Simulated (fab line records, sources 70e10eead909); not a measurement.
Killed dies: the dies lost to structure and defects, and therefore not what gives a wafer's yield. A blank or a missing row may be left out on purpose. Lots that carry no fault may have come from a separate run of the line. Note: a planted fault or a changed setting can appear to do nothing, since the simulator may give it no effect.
Matching of chambers | flow nand-harc | NHARC_A_CONTACT_DESCUM_13 on rie-diel-02: 4 sister chambers
The step chemistry O2, time 3 s. 14 wafers are shown with their chamber, then 7 later ones without.

WAFERS, EACH WITH ITS CHAMBER
wafer  | chamber | drypump-motor-current-A (A) | showerhead-plenum-p-Torr (Torr) | rf-vpp-V (V)
L074.2 | 0       | 6.3                         | 1.98                            | 58.3
L074.3 | 2       | 5.3                         | 1.87                            | 59.1
L074.6 | 0       | 6.4                         | 1.98                            | 59.1
L076.1 | 1       | 5.7                         | 2.06                            | 59.1
L076.5 | 1       | 5.7                         | 2.06                            | 59.6
L076.6 | 2       | 5.3                         | 1.86                            | 58.7
L079.1 | 1       | 5.7                         | 2.05                            | 58.2
L079.4 | 2       | 5.3                         | 1.86                            | 58.0
L079.6 | 3       | 5.1                         | 1.89                            | 57.2
L082.1 | 1       | 5.6                         | 2.05                            | 60.1
L082.3 | 3       | 5.1                         | 1.89                            | 57.5
L082.6 | 1       | 5.7                         | 2.05                            | 59.5
L083.2 | 3       | 5.1                         | 1.89                            | 57.8
L083.3 | 0       | 6.4                         | 1.97                            | 59.0

SIGNATURES, as means of the wafers listed above
reading                  | chamber 0 | chamber 1 | chamber 2 | chamber 3 | scatter within a chamber
drypump-motor-current-A  | 6.367     | 5.680     | 5.300     | 5.100     | 0.0383
showerhead-plenum-p-Torr | 1.9767    | 2.0540    | 1.8633    | 1.8900    | 0.00503
rf-vpp-V                 | 58.800    | 59.300    | 58.600    | 57.500    | 0.566
Rule: for each reading, subtract the chamber's mean from the wafer's reading, divide by that reading's scatter and square the result; add these up over the readings and take the root, which gives the wafer's distance from the chamber. If the next closest chamber is less than 2 further off than the closest, the wafer can't be placed; otherwise it belongs to the closest. The scatter: take each reading less its chamber's mean, square it, sum over the shown wafers, divide by the number of wafers less the number of chambers, and take the root.

WAFERS WITHOUT THEIR CHAMBER
wafer  | drypump-motor-current-A (A) | showerhead-plenum-p-Torr (Torr) | rf-vpp-V (V)
L083.4 | 5.7                         | 2.05                            | 57.7
L086.4 | 5.7                         | 2.05                            | 57.5
L086.5 | 5.1                         | 1.88                            | 56.8
L086.6 | 6.4                         | 1.97                            | 58.3
L087.1 | 6.4                         | 1.96                            | 56.5
L087.5 | 6.4                         | 1.96                            | 57.4
L087.6 | 5.1                         | 1.88                            | 58.7

EACH ONE'S CHAMBER
wafer  | from the rows above | in truth
L083.4 | 1                   | 1
L086.4 | 1                   | 1
L086.5 | 3                   | 3
L086.6 | 0                   | 0
L087.1 | 0                   | 0
L087.5 | 0                   | 0
L087.6 | 3                   | 3
7 of 7 placed correctly. Left unplaced by these rows: 0. Wrongly placed: 0.
